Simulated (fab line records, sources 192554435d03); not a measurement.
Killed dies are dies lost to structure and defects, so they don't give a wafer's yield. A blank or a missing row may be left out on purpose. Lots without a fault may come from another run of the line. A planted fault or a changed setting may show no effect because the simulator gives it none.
Split-lot experiment | flow n5_finfet | 7 lots, 21 wafers read, on a route of 1938 steps

THE SPLIT
At N5_BEOL_M5_EXPOSE_08 (exposes mask M5, target cd 28 nm), the setting dose_mj was moved away from the recipe's 35.75 on 15 of the 21 wafers read, by -6.2% to +5.8%. The other wafers ran this setting at the recipe's value.

FROM THE SPLIT TO THE READING: what the file shows between them, 5 steps
- N5_BEOL_M5_PEB_09: peb time 60 s
- N5_BEOL_M5_DEVELOP_10: develop time 30 s
- N5_BEOL_M5_DESCUM_16: chemistry O2, time 7 s
- N5_BEOL_M5_ETCH_72: etches underlayer in N2/H2, target depth 6.5 nm, time 5.2 s (also split here: bias_w)
- N5_BEOL_M5_ETCH_61: etches SiARC in CF4, target depth 15.6 nm, time 26 s

THE READING
BEOL_M5.cd_nm (the simulator's own value, which no gauge read), in nm, at N5_BEOL_M5_ETCH_62 (etches SOC in N2/H2, target depth 75 nm, overetch 15 nm, time 112.5 s). The file gives no usual value for it. The 6 wafers here that ran the recipe average 28.0 nm, standard deviation 0.14 nm.

wafer  | tool, chamber at the split | dose_mj as run | against the recipe | BEOL_M5.cd_nm, nm | against lot-mates on the recipe
L077.2 | euv_scanner-01, 0          | 35.75          | recipe             | 27.8              | -
L077.4 | euv_scanner-01, 0          | 37.82          | +5.8%              | 29                | +1.2
L077.6 | euv_scanner-01, 0          | 37.82          | +5.8%              | 29.4              | +1.6
L084.2 | euv_scanner-01, 0          | 37.6           | +5.2%              | 29.2              | no lot-mate on the recipe
L084.3 | euv_scanner-01, 0          | 37.6           | +5.2%              | 29.2              | no lot-mate on the recipe
L084.5 | euv_scanner-01, 0          | 37.6           | +5.2%              | 29                | no lot-mate on the recipe
L089.1 | euv_scanner-02, 0          | 33.52          | -6.2%              | 26.6              | no lot-mate on the recipe
L089.6 | euv_scanner-02, 0          | 33.52          | -6.2%              | 26.6              | no lot-mate on the recipe
L089.4 | euv_scanner-02, 0          | 33.52          | -6.2%              | 26.8              | no lot-mate on the recipe
L093.1 | euv_scanner-02, 0          | 36.43          | +1.9%              | 28.2              | +0.0
L093.6 | euv_scanner-02, 0          | 36.43          | +1.9%              | 28.2              | +0.0
L093.3 | euv_scanner-02, 0          | 35.75          | recipe             | 28.2              | -
L090.4 | euv_scanner-02, 0          | 36.45          | +2.0%              | 28                | no lot-mate on the recipe
L090.6 | euv_scanner-02, 0          | 36.45          | +2.0%              | 28                | no lot-mate on the recipe
L090.5 | euv_scanner-02, 0          | 36.45          | +2.0%              | 28.6              | no lot-mate on the recipe
L092.1 | euv_scanner-02, 0          | 35.75          | recipe             | 28                | -
L092.3 | euv_scanner-02, 0          | 35.75          | recipe             | 28                | -
L092.4 | euv_scanner-02, 0          | 35.75          | recipe             | 28                | -
L096.2 | euv_scanner-02, 0          | 36.58          | +2.3%              | 28.6              | +0.8
L096.3 | euv_scanner-02, 0          | 36.58          | +2.3%              | 28.6              | +0.8
L096.6 | euv_scanner-02, 0          | 35.75          | recipe             | 27.8              | -

THE FIT
A straight line over all 21 wafers: BEOL_M5.cd_nm changes by +0.212 nm for each +1% of dose_mj; r = +0.97; the points scatter about the line by 0.19 nm.
The same after taking each lot's own level away (the mean of its wafers on the recipe; 12 wafers): +0.244 nm for each +1%; r = +0.91; scatter 0.25 nm.
On that fit, the largest move of dose_mj shifts the reading by 1.5 nm.
The lots' own levels span 27.80 to 28.20 nm, that is 2.9 times the standard deviation above.
So the lot-to-lot level changes the slope: the two fits differ.
Check: with one of the wafers moved furthest among these (+5.8%) left out of the fit, the line predicts +1.49 nm for it against its lot-mates. It came out at +1.2 nm against them.

OTHER SPLITS ON THESE WAFERS
These wafers also went through other splits before the reading. Each is held against what the fit with the lots' levels taken away leaves over:
other split on the same wafers     | wafers away from the commonest value | r with BEOL_M5.cd_nm (lot level and that fit taken away)
N5_BEOL_M3_TRENCH_ETCH_37 source_w | 6                                    | +0.12
N5_BEOL_M5_ETCH_72 bias_w          | 7                                    | -0.61

THE WHOLE CHAIN: every reading that the file lists as answering this split, in the file's order
step                 | what it does                                                          | reading                                                        | change (the file's fit)               | r (the file's)
N5_BEOL_M5_DESCUM_16 | chemistry O2, time 7 s                                                | BEOL_M5.cd_nm (the simulator's own value, which no gauge read) | +0.186 nm for each +1% of the setting | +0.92
N5_BEOL_M5_ETCH_61   | etches SiARC in CF4, target depth 15.6 nm, time 26 s                  | BEOL_M5.cd_nm (the simulator's own value, which no gauge read) | +0.222 nm for each +1% of the setting | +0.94
N5_BEOL_M5_ETCH_62   | etches SOC in N2/H2, target depth 75 nm, overetch 15 nm, time 112.5 s | BEOL_M5.cd_nm (the simulator's own value, which no gauge read) | +0.234 nm for each +1% of the setting | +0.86

THE FILE'S OWN FIT
BEOL_M5.cd_nm changes by +0.234 nm for each +1% of dose_mj, r = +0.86.
